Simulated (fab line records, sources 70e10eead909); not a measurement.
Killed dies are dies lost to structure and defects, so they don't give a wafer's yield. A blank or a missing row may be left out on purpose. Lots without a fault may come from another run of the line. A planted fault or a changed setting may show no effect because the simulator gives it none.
Chamber matching | flow nand_harc | NHARC_A_CHANNEL_FILL_D1_ETCHBACK_20 on rie_diel-11: 4 sister chambers
The step etches the open film in C4F8/O2/Ar, target depth 27 nm, time 13.5 s. 8 wafers are shown with their chamber, then 9 later ones without.

WAFERS WITH THEIR CHAMBER
wafer  | chamber | rf_vpp_V (V) | oes_product_au (a.u.)
L084.1 | 1       | 979          | 0.94
L084.2 | 0       | 968          | 0.92
L088.2 | 2       | 973          | 0.99
L088.3 | 0       | 969          | 1.00
L088.6 | 3       | 987          | 0.99
L085.1 | 3       | 988          | 0.91
L085.4 | 2       | 972          | 0.91
L085.6 | 1       | 980          | 0.93

WAFERS WITHOUT THEIR CHAMBER
wafer  | rf_vpp_V (V) | oes_product_au (a.u.)
L090.4 | 978          | 0.93
L090.5 | 969          | 0.93
L090.6 | 980          | 0.92
L091.1 | 970          | 0.92
L091.3 | 981          | 0.93
L091.4 | 986          | 0.92
L097.1 | 972          | 0.92
L097.2 | 979          | 0.93
L097.4 | 970          | 0.92

WHICH CHAMBER EACH WENT THROUGH
wafer  | from the rows above     | in truth
L090.4 | 1                       | 1
L090.5 | 0                       | 0
L090.6 | 1                       | 1
L091.1 | can't be placed: 0 or 2 | 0
L091.3 | 1                       | 1
L091.4 | 3                       | 3
L097.1 | 2                       | 2
L097.2 | 1                       | 1
L097.4 | can't be placed: 0 or 2 | 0
Placed correctly: 7 of 9. Can't be placed from these rows: 2 (the true chamber is among the candidates in 2). Placed wrongly: 0.
How it was worked out, from the rows above alone: a wafer's distance from a chamber is the root of the sum, over the readings, of the square of ((its reading less the chamber's mean) divided by the reading's scatter). The wafer belongs to the nearest chamber; if the next one is less than 2 further off, it can't be placed. A chamber's mean is the mean of its shown wafers. The scatter: the root of (the sum of the squares of (reading less its chamber's mean) over the shown wafers, divided by (wafers less chambers)).
